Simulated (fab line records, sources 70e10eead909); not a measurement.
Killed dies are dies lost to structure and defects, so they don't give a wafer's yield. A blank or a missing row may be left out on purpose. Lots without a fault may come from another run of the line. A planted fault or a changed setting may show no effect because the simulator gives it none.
fab line records | flow nand_harc
record lots=12 wafers=36 last_day=25
route steps=1159 shown A_CONTACT@909 END@1159
lots that met no fault: from a run of the same line without faults
start_h: hours from the record's first day to the start of the lot's first wafer shown | wait_h: hours since the lot's step before | " the same as in the row above | L1.1+2: a row that stands for several wafers | - no value, or no start given | * or withheld: withheld | < > ~ a bound
route shown NAME@n: a module of which the file shows steps, and the number in the route of the first | usual: mean/standard deviation of fault-free wafers | same: alike in all rows | chamber/n: place in a boat | sites: the reading at each site | _std_site: their standard deviation | _edge_site: outer sites' mean less inner sites' | radius_mm: how far each site lies from the wafer's centre | mask NAME#n: copy n | behind: the tool/chamber that last shaped the wafer | hold: why the lot was held/for how many hours/how that ended | device: the transistor (n, p or np) that didn't switch | end of line: the same wafers' tests at the end of the route | a step without rows: its recipe alone | killed: dies lost to structure and defects at the first sort, not the wafer's yield | map: a wafer's dies, x killed, . not, _ none there
set.NAME: the setting as run; set.NAME@STEP: as run at that earlier step | model.NAME: the simulator's own value behind a step, which no gauge read
steps of the route over a sample of lots; a table a step, a row a wafer
services: from which hour (start_h, from the record's first day; less than 0 if before it) a tool's chamber was out of use, for how many hours, and why
## steps
# step NHARC_A_CONTACT_ETCH_129
# recipe source_w=withheld pressure_mtorr=20 bias_v=1200 time_s=155 target_depth_a=9560 ar_flow_sccm=withheld c4f8_flow_sccm=withheld o2_flow_sccm=withheld chemistry=C4F8/O2/Ar
# usual chamber_pressure_mTorr=19.999/0.018 oes_air_line_au=1.001/0.02
# columns lot.wafer tool chamber start_h wait_h chamber_pressure_mTorr oes_air_line_au rf_hours_counter_h
L552.1 har_cap_etch-03 0 385.65 0.1 19.988 1.004 81
L552.2 " 1 " " 19.997 1.025 81
L552.6 " 0 " " 20.008 1.023 -
L556.4 har_cap_etch-03 1 408.30 0.2 19.992 1.014 -
L556.5 " 1 " " 19.960 1.005 -
L556.6 " 0 " " 19.982 0.998 -
L558.2 har_cap_etch-03 0 426.02 0.1 20.010 0.981 87
L558.3 " 1 " " 19.990 0.981 -
L558.5 " 1 " " 19.960 1.005 -
L559.1 har_cap_etch-03 0 440.72 0.1 - - -
L559.4 " 0 " " - - -
L559.5 " 1 " " - - -
L562.2 har_cap_etch-03 0 449.57 0.1 - - -
L562.4 " 0 " " - - -
L562.5 " 1 " " - - -
L567.4 har_cap_etch-02 1 478.99 0.1 20.016 0.993 -
L567.3 " 0 " " 20.016 0.979 -
L567.6 " 0 " " 20.019 0.984 -
L566.2 har_cap_etch-01 1 482.39 0.1 19.983 0.961 76
L566.3 " 1 " " 19.962 0.997 -
L566.4 " 0 " " 19.999 1.000 -
L569.2 har_cap_etch-03 0 483.49 0.1 19.994 1.008 98
L569.4 " 0 " " 20.010 1.025 -
L569.3 " 1 " " 19.997 0.999 -
L568.1 har_cap_etch-02 1 484.34 0.1 20.055 0.995 33
L568.3 " 1 " " 19.986 1.002 -
L568.6 " 1 " " 20.023 1.022 -
L570.1 har_cap_etch-01 1 502.66 0.1 20.016 0.996 79
L570.2 " 0 " " 20.009 0.972 79
L570.4 " 1 " " 19.988 0.995 -
L572.1 har_cap_etch-02 0 508.48 0.1 19.983 0.999 36
L572.4 " 1 " " 20.016 0.989 -
L572.6 " 0 " " 20.001 0.998 -
L571.1 har_cap_etch-02 1 515.31 0.1 20.017 1.043 37
L571.3 " 0 " " 19.984 0.969 -
L571.5 " 1 " " 20.015 1.032 -
# step NHARC_A_CONTACT_ETCH_132
# recipe source_w=withheld pressure_mtorr=20 bias_v=1200 time_s=156 target_depth_a=9580 ar_flow_sccm=withheld c4f8_flow_sccm=withheld o2_flow_sccm=withheld chemistry=C4F8/O2/Ar
# usual chamber_pressure_mTorr=19.999/0.017 oes_air_line_au=0.996/0.022
# columns lot.wafer tool chamber start_h wait_h chamber_pressure_mTorr oes_air_line_au rf_hours_counter_h
L552.1 har_cap_etch-03 0 386.08 0.1 20.010 1.010 81
L552.2 " 1 " " 20.007 0.989 81
L552.6 " 0 " " 20.000 0.972 -
L556.4 har_cap_etch-03 1 408.87 0.2 19.981 1.042 -
L556.5 " 1 " " 20.003 1.054 -
L556.6 " 0 " " 19.992 1.019 -
L558.2 har_cap_etch-03 0 426.44 0.1 19.970 0.932 87
L558.3 " 1 " " 19.980 1.000 -
L558.5 " 1 " " 19.961 0.977 -
L559.1 har_cap_etch-03 0 441.14 0.1 19.996 0.971 90
L559.4 " 0 " " 19.999 0.994 -
L559.5 " 1 " " 19.981 1.014 -
L562.2 har_cap_etch-03 0 449.99 0.1 20.010 1.011 92
L562.4 " 0 " " 19.995 1.015 -
L562.5 " 1 " " 19.979 1.031 -
L567.4 har_cap_etch-02 1 479.42 0.1 19.999 1.018 -
L567.3 " 0 " " 19.995 1.009 -
L567.6 " 0 " " 20.003 1.020 -
L566.2 har_cap_etch-01 1 482.81 0.1 20.016 1.013 76
L566.3 " 1 " " 20.019 0.997 -
L566.4 " 0 " " 20.029 0.960 -
L569.2 har_cap_etch-03 0 483.91 0.1 19.978 1.009 99
L569.4 " 0 " " 20.012 1.001 -
L569.3 " 1 " " 20.010 1.031 -
L568.1 har_cap_etch-02 1 484.76 0.1 20.016 1.019 33
L568.3 " 1 " " 20.011 1.033 -
L568.6 " 1 " " 19.997 1.015 -
L570.1 har_cap_etch-01 1 503.08 0.1 19.999 0.986 79
L570.2 " 0 " " 19.963 1.044 79
L570.4 " 1 " " 19.981 1.021 -
L572.1 har_cap_etch-02 0 508.90 0.1 19.968 0.984 36
L572.4 " 1 " " 20.010 0.998 -
L572.6 " 0 " " 20.009 0.997 -
L571.1 har_cap_etch-02 1 515.74 0.1 19.978 1.022 38
L571.3 " 0 " " 19.994 0.977 -
L571.5 " 1 " " 20.001 1.016 -
# step NHARC_A_CONTACT_ETCH_97
# recipe target_depth_a=200 over_etch_frac=0.5 time_s=10 ion_energy_ev=250 c4f6_flow_sccm=25 o2_flow_sccm=20 ar_flow_sccm=500 rf_w=600 bias_w=500 chemistry=C4F6/O2
# usual bias_w=499.8/1.5 c4f6_flow_sccm=25.01/0.074 drypump_motor_current_A=5.4/0.47 mfc_ar_sccm=500.1/1.5 o2_flow_sccm=20.00/0.061 oes_product_au=0.960/0.021 rf_vpp_V=546.5/2.8 showerhead_plenum_p_Torr=3.90/0.13 throttle_valve_pct=26.903/0.0099
# columns lot.wafer tool chamber start_h wait_h bias_w c4f6_flow_sccm drypump_motor_current_A mfc_ar_sccm o2_flow_sccm oes_product_au rf_hours_counter_h rf_vpp_V showerhead_plenum_p_Torr throttle_valve_pct
L552.1 rie_diel-02 1 - - 500.1 24.97 5.5 499.9 20.00 1.002 18 546.4 3.96 26.912
L552.2 " 3 " " 501.0 24.98 5.4 499.7 19.97 0.989 11 547.5 3.91 26.888
L552.6 " 1 " " 500.0 24.98 5.5 497.6 20.00 1.004 - 547.7 3.96 26.901
L556.4 rie_diel-12 0 - - 496.9 24.95 5.5 499.7 20.00 0.947 3 546.7 3.90 26.895
L556.6 " 0 " " 499.3 24.91 5.5 499.9 20.07 0.957 - 546.4 3.90 26.879
L556.5 " 1 " " 498.2 25.00 4.7 500.2 20.01 0.968 - 549.5 4.10 26.895
L558.3 rie_diel-12 3 - - 504.2 25.04 6.1 499.3 20.06 0.953 6 542.6 3.75 26.908
L558.2 " 1 " " 500.2 25.00 4.7 500.1 19.98 0.937 6 549.9 4.10 26.915
L558.5 " 3 " " 501.5 24.98 6.2 497.9 19.97 0.953 - 544.3 3.75 26.896
L559.1 rie_diel-12 0 - - 498.7 25.01 5.5 499.2 19.99 0.990 9 547.0 3.90 26.905
L559.4 " 1 " " 499.2 25.00 4.7 497.4 20.08 0.987 9 550.5 4.09 26.910
L559.5 " 0 " " 498.3 24.99 5.5 500.8 19.94 0.986 - 545.9 3.90 26.889
L562.2 rie_diel-12 3 450.88 0.2 498.4 24.95 6.2 498.4 19.99 0.939 11 543.5 3.75 26.886
L562.4 " 0 " " 502.5 24.83 5.5 500.7 20.00 0.918 10 545.0 3.90 26.896
L562.5 " 2 " " 496.9 25.22 5.2 501.1 20.02 0.947 - 544.3 3.84 26.892
L567.3 rie_diel-12 1 - - 502.6 25.03 4.7 502.7 19.93 0.922 19 549.4 4.09 26.910
L567.4 " 2 " " 497.6 25.12 5.2 497.2 20.01 0.941 19 546.7 3.83 26.904
L567.6 " 0 " " 499.9 25.08 5.5 499.6 19.92 0.945 - 546.1 3.89 26.886
L566.2 rie_diel-04 3 483.82 0.3 500.2 25.06 5.3 500.0 20.09 0.985 3 543.1 3.72 26.905
L566.3 " 0 " " 498.2 25.06 5.6 500.5 19.91 0.966 3 545.9 3.87 26.896
L566.4 " 0 " " 500.2 25.02 5.6 500.1 19.96 0.974 - 547.7 3.87 26.900
L569.4 rie_diel-12 3 - - 500.7 25.10 6.2 499.6 19.98 0.927 20 543.2 3.74 26.900
L569.2 " 0 " " 497.1 24.96 5.5 500.6 20.06 0.941 18 544.8 3.89 26.887
L569.3 " 1 " " 500.1 25.13 4.7 500.9 19.94 0.950 20 550.3 4.09 26.902
L568.1 rie_diel-12 2 - - 500.4 24.92 5.2 500.9 19.96 0.947 20 544.5 3.83 26.904
L568.3 " 0 " " 500.4 25.03 5.5 500.0 19.96 0.919 18 545.3 3.89 26.891
L568.6 " 3 " " 500.2 25.01 6.2 496.8 20.06 0.933 - 542.0 3.74 26.896
L570.1 rie_diel-12 1 - - 498.3 24.95 4.7 501.3 19.98 0.955 23 548.9 4.09 26.908
L570.4 " 3 " " 501.3 25.04 6.1 497.3 20.01 0.937 22 542.6 3.74 26.922
L570.2 " 0 " " 500.1 24.98 5.5 501.5 19.96 0.949 21 545.2 3.89 26.911
L572.1 rie_diel-12 3 - - 500.9 24.95 6.2 499.6 20.05 0.957 24 541.8 3.74 26.913
L572.4 " 0 " " 500.4 24.94 5.5 497.6 20.01 0.946 23 545.0 3.89 26.911
L572.6 " 0 " " 497.5 25.16 5.5 500.3 19.99 0.943 - 546.6 3.89 26.906
L571.1 rie_diel-12 3 - - 498.8 25.10 6.2 501.1 20.00 0.946 25 542.5 3.74 26.914
L571.3 " 1 " " 501.7 24.92 4.7 498.8 20.03 0.968 27 549.7 4.08 26.903
L571.5 " 2 " " 498.8 25.03 5.1 499.5 19.83 0.970 - 543.3 3.83 26.905
# step NHARC_A_CONTACT_CD_MEAS_80
# usual cd_nm=189.5/0.68
# columns lot.wafer tool chamber start_h wait_h cd_nm
L552.1 cd_sem-02 - 387.24 - 189.1
L552.2 " - " " 190.0
L552.6 " - " " 189.4
L556.4 cd_sem-02 - 409.90 - 190.1
L556.5 " - " " 189.4
L556.6 " - " " 188.9
L558.2 cd_sem-02 - 427.37 - 190.3
L558.3 " - " " 189.3
L558.5 " - " " 189.6
L559.1 cd_sem-02 - 442.04 - 188.9
L559.4 " - " " 189.5
L559.5 " - " " 189.3
L562.2 cd_sem-01 - 450.96 - 189.1
L562.4 " - " " 189.0
L562.5 " - " " 188.7
L567.3 cd_sem-03 - 480.31 - 189.4
L567.4 " - " " 189.0
L567.6 " - " " 189.0
L566.2 cd_sem-03 - 483.91 - 190.2
L566.3 " - " " 189.7
L566.4 " - " " 190.3
L569.2 cd_sem-01 - 484.84 - 188.9
L569.3 " - " " 189.3
L569.4 " - " " 188.1
L568.1 cd_sem-02 - 485.67 - 189.5
L568.3 " - " " 190.0
L568.6 " - " " 190.7
L570.1 cd_sem-02 - 504.05 - 189.0
L570.2 " - " " 188.7
L570.4 " - " " 188.3
L572.1 cd_sem-03 - 509.84 - 189.7
L572.4 " - " " 189.9
L572.6 " - " " 190.0
L571.1 cd_sem-01 - 516.64 - 189.8
L571.3 " - " " 190.0
L571.5 " - " " 190.5
# step NHARC_END_SORT_01
# recipe temp_c=25
# usual killed_at_array=27/11 killed_at_other=0.7/1.1 killed_at_periphery=3.4/2.1 killed_dies=31/12 killed_open=3.6/2 killed_short=2.0/1.3
# same gross_dies=677
# columns lot.wafer tool chamber start_h wait_h killed_at_array killed_at_other killed_at_periphery killed_dies killed_open killed_short
L559.1 prober-02 0 498.36 2.5 674 0 3 677 4 2
L559.4 prober-02 0 500.75 3.4 675 0 2 677 8 3
L559.5 prober-02 0 501.54 3.7 674 0 3 677 1 3
L562.2 prober-01 0 507.00 2.8 673 0 4 677 6 4
L562.4 prober-01 0 508.59 3.4 670 0 7 677 2 4
L562.5 prober-01 0 509.38 3.7 672 0 5 677 6 0
L567.3 prober-02 0 534.21 3.1 17 0 3 20 1 4
L567.4 prober-02 0 535.00 3.4 29 0 1 30 4 3
L567.6 prober-02 0 536.59 4.0 24 0 0 24 1 2
# killed by level:class
L559.1 A_CONTACT:area_etch=655 A_STAIRCASE:chamber_film_flake=5 A_CHANNEL_HOLE_D1:chamber_film_flake=4 A_CONTACT:chamber_film_flake=4 P_GATE:chamber_film_flake=2 A_SOURCE_PLATE:geometric_particle:short=1 A_CHANNEL_FILL_D1:geometric_particle:open=1 A_WL_FILL:geometric_particle:open=1
L559.4 A_CONTACT:area_etch=656 A_STAIRCASE:chamber_film_flake=7 A_CONTACT:geometric_particle:open=4 P_M0:geometric_particle:open=1 A_ONON_D1:geometric_particle:open=1 A_ONON_D1:geometric_particle:short=1 A_CHANNEL_FILL_D1:geometric_particle:short=1 A_WL_FILL:geometric_particle:short=1
L559.5 A_CONTACT:area_etch=663 A_CHANNEL_HOLE_D1:chamber_film_flake=4 P_GATE:chamber_film_flake=2 A_STAIRCASE:chamber_film_flake=2 P_M0:geometric_particle:short=1 A_ONON_D1:geometric_particle:open=1 A_CHANNEL_HOLE_D1:geometric_particle:short=1 A_SGD_CUT:geometric_particle:short=1
L562.2 A_CONTACT:area_etch=637 A_CHANNEL_HOLE_D1:chamber_film_flake=20 A_CONTACT:chamber_film_flake=5 A_CONTACT:geometric_particle:open=2 A_CONTACT:geometric_particle:short=2 P_M1:chamber_film_flake=2 P_M0:geometric_particle:open=1 A_SOURCE_PLATE:geometric_particle:short=1
L562.4 A_CONTACT:area_etch=632 A_CHANNEL_HOLE_D1:chamber_film_flake=23 A_CONTACT:chamber_film_flake=7 P_M1:chamber_film_flake=4 A_WL_FILL:geometric_particle:short=3 A_WL_FILL:chamber_film_flake=3 P_M1:geometric_particle:open=1 A_CHANNEL_FILL_D1:geometric_particle:short=1
L562.5 A_CONTACT:area_etch=636 A_CHANNEL_HOLE_D1:chamber_film_flake=26 A_CONTACT:chamber_film_flake=4 A_WL_FILL:geometric_particle:open=2 A_BLC:geometric_particle:open=2 P_GATE:chamber_film_flake=2 P_M1:chamber_film_flake=2 P_CONTACT:geometric_particle:open=1
L567.3 A_SLIT:chamber_film_flake=5 A_CHANNEL_HOLE_D1:chamber_film_flake=4 A_CONTACT:chamber_film_flake=4 P_M1:geometric_particle:short=1 A_ONON_D1:geometric_particle:short=1 A_WL_FILL:geometric_particle:short=1 A_WL_FILL:geometric_particle:open=1 A_M0:geometric_particle:short=1
L567.4 A_SLIT:chamber_film_flake=18 A_WL_FILL:chamber_film_flake=3 P_M0:geometric_particle:open=1 A_ONON_D1:geometric_particle:short=1 A_ONON_D1:geometric_particle:open=1 A_SGD_CUT:geometric_particle:short=1 A_WL_FILL:geometric_particle:short=1 A_WL_FILL:geometric_particle:open=1
L567.6 A_SLIT:chamber_film_flake=12 A_CHANNEL_HOLE_D1:chamber_film_flake=6 A_CONTACT:chamber_film_flake=2 A_ONON_D1:geometric_particle:short=1 A_CONTACT:geometric_particle:open=1 A_M0:geometric_particle:short=1 A_STAIRCASE:chamber_film_flake=1
## services
# columns tool chamber start_h hours kind
rie_diel-12 1 377.90 11.2 repair
rie_diel-12 - 379.40 9.0 pm
rie_diel-12 0 379.40 9.0 vent_cycle
rie_diel-12 2 379.40 9.0 vent_cycle
rie_diel-12 3 379.40 9.0 vent_cycle
rie_diel-12 0 388.40 - clean
rie_diel-12 2 388.40 - clean
rie_diel-12 3 388.40 - clean
rie_diel-12 0 412.90 - clean
rie_diel-12 1 412.90 - clean
rie_diel-12 2 412.90 - clean
rie_diel-12 3 412.90 - clean
rie_diel-12 0 437.40 - clean
rie_diel-12 1 437.40 - clean
rie_diel-12 2 437.40 - clean
rie_diel-12 3 437.40 - clean
rie_diel-12 0 461.92 - clean
rie_diel-04 - 465.99 9.0 pm
rie_diel-02 1 476.65 8.6 repair
rie_diel-04 1 482.68 7.7 repair
har_cap_etch-01 - 485.99 0.2 repair
rie_diel-04 0 495.01 1.6 repair
rie_diel-04 2 505.53 21.7 repair
rie_diel-02 - 505.76 9.0 pm
## key
first_sign step=NHARC_A_CONTACT_ETCH_129 reading=tool_record direction=missing
effect step=NHARC_END_SORT_01 reading=killed_at_array direction=up sigmas=57 usual=27 struck=673
more_kills_born_at NHARC_A_CONTACT_ETCH_129@har_cap_etch-03=3879
met_at NHARC_A_CONTACT_ETCH_129
struck_lots L559,L562
later_rows_left_out L559.1,L559.4,L559.5,L562.2,L562.4,L562.5
tester_left_out L559,L562
not_acting_at NHARC_A_CONTACT_ETCH_132,NHARC_A_CONTACT_ETCH_97,NHARC_A_CONTACT_CD_MEAS_80
onset_between 426.02 440.72
fault kind=skipped_step_whole tool=har_cap_etch-03 chamber=- onset_h=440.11 steps=NHARC_A_CONTACT_ETCH_129 scope=struck_lots_only
# tester_left_out: of these lots the tester's yield and bins aren't shown, on N5 and GAA mostly nor the transistor test; their killed dies are dies lost to structure and defects alone, not to doping, threshold or leakage, so they don't give the yield
# later_rows_left_out: the simulator's readings of these wafers behind a module that went badly wrong aren't trusted and aren't shown, but for the sort
